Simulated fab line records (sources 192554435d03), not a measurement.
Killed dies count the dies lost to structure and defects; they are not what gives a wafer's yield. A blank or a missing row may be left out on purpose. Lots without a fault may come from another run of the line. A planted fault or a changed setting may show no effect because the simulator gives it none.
Split-lot trial    flow n5-finfet    route with 1938 steps; 7 lots, 39 wafers read

THE SPLIT
At N5_SD_EPI_N_ETCH_45 (etches SiOCN in CH3F/O2, target depth 6 nm), the setting target-depth-a was moved away from the recipe's 60 angstrom on 12 of the 39 wafers read, by +24.5% to +58.5%. This setting was run at the recipe's value on the other wafers.

The reading is taken at the split's own step.

THE READING
etch.depth-nm (the simulator's own value, which no gauge read), in nm, at N5_SD_EPI_N_ETCH_45 (etches SiOCN in CH3F/O2, target depth 6 nm). The file gives no usual value for it. The 27 wafers here that ran the recipe average 6.048 nm, standard deviation 0.085 nm.

wafer   tool, chamber at the split  target-depth-a as run, angstrom  against the recipe  etch.depth-nm, nm  against lot-mates on the recipe
L076.1  rie-diel-06, 3              60                               recipe              6.01               -
L076.2  rie-diel-06, 0              60                               recipe              6.017              -
L076.3  rie-diel-06, 2              60                               recipe              6.262              -
L076.4  rie-diel-06, 1              60                               recipe              6.048              -
L076.5  rie-diel-06, 0              60                               recipe              6.039              -
L076.6  rie-diel-06, 3              60                               recipe              6.013              -
L079.1  rie-diel-06, 1              74.71                            +24.5%              7.471              +1.371
L079.2  rie-diel-06, 0              74.71                            +24.5%              7.485              +1.385
L079.3  rie-diel-06, 3              60                               recipe              5.987              -
L079.4  rie-diel-06, 2              60                               recipe              6.227              -
L079.5  rie-diel-06, 0              74.71                            +24.5%              7.504              +1.404
L079.6  rie-diel-06, 1              60                               recipe              6.085              -
L083.2  rie-diel-06, 0              60                               recipe              5.966              -
L083.5  rie-diel-06, 3              60                               recipe              5.993              -
L083.6  rie-diel-06, 2              60                               recipe              6.227              -
L088.1  rie-diel-01, 0              60                               recipe              5.989              -
L088.2  rie-diel-01, 3              60                               recipe              6.103              -
L088.3  rie-diel-01, 2              77.83                            +29.7%              7.593              +1.568
L088.4  rie-diel-01, 1              77.83                            +29.7%              7.636              +1.611
L088.5  rie-diel-01, 0              60                               recipe              5.983              -
L088.6  rie-diel-01, 3              77.83                            +29.7%              7.836              +1.811
L092.1  rie-diel-03, 2              60                               recipe              5.964              -
L092.2  rie-diel-03, 3              60                               recipe              6.103              -
L092.3  rie-diel-03, 0              89.13                            +48.5%              9.067              +3.061
L092.4  rie-diel-03, 1              89.13                            +48.5%              8.945              +2.939
L092.5  rie-diel-03, 1              89.13                            +48.5%              8.909              +2.903
L092.6  rie-diel-03, 2              60                               recipe              5.952              -
L095.1  rie-diel-03, 0              60                               recipe              6.065              -
L095.2  rie-diel-03, 2              60                               recipe              5.981              -
L095.3  rie-diel-03, 1              60                               recipe              5.93               -
L095.4  rie-diel-03, 3              60                               recipe              6.085              -
L095.5  rie-diel-03, 0              60                               recipe              6.022              -
L095.6  rie-diel-03, 3              60                               recipe              6.058              -
L097.1  rie-diel-01, 2              95.12                            +58.5%              9.264              +3.203
L097.2  rie-diel-01, 0              95.12                            +58.5%              9.464              +3.403
L097.3  rie-diel-01, 1              60                               recipe              6.013              -
L097.4  rie-diel-01, 3              60                               recipe              6.159              -
L097.5  rie-diel-01, 2              95.12                            +58.5%              9.265              +3.204
L097.6  rie-diel-01, 1              60                               recipe              6.012              -

THE FIT
A straight line over all 39 wafers: etch.depth-nm changes by +0.0575 nm for each +1% of target-depth-a; r = +1.00; the points scatter about the line by 0.099 nm.
The same after taking each lot's own level away (the mean of its wafers on the recipe; 39 wafers): +0.0577 nm for each +1%; r = +1.00; scatter 0.1 nm.
Per that fit: largest target-depth-a move, reading shift of 3.4 nm.
The lots' own levels span 6.0063 to 6.0997 nm, that is 1.1 times the standard deviation above.
The two slopes agree, so the slope changes little with the lot-to-lot level.
Check: with one of the wafers moved furthest among these (+58.5%) left out of the fit, the line predicts +3.41 nm for it against its lot-mates. It came out at +3.2 nm against them.

OTHER SPLITS ON THESE WAFERS
Note: prior to the reading, these wafers also went through further splits. Each is held against what the fit with the lots' levels taken away leaves over:
other split on the same wafers      wafers away from the commonest value  r with etch.depth-nm (lot level and that fit taken away)
N5_ZERO_LAYER_PECVD_02 time-s       6                                     +0.04
N5_FIN_SAQP_HM_DEP_03 target-thk-a  15                                    +0.14

THE FILE'S OWN FIT
etch.depth-nm changes by +0.0576 nm for each +1% of target-depth-a, r = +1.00.
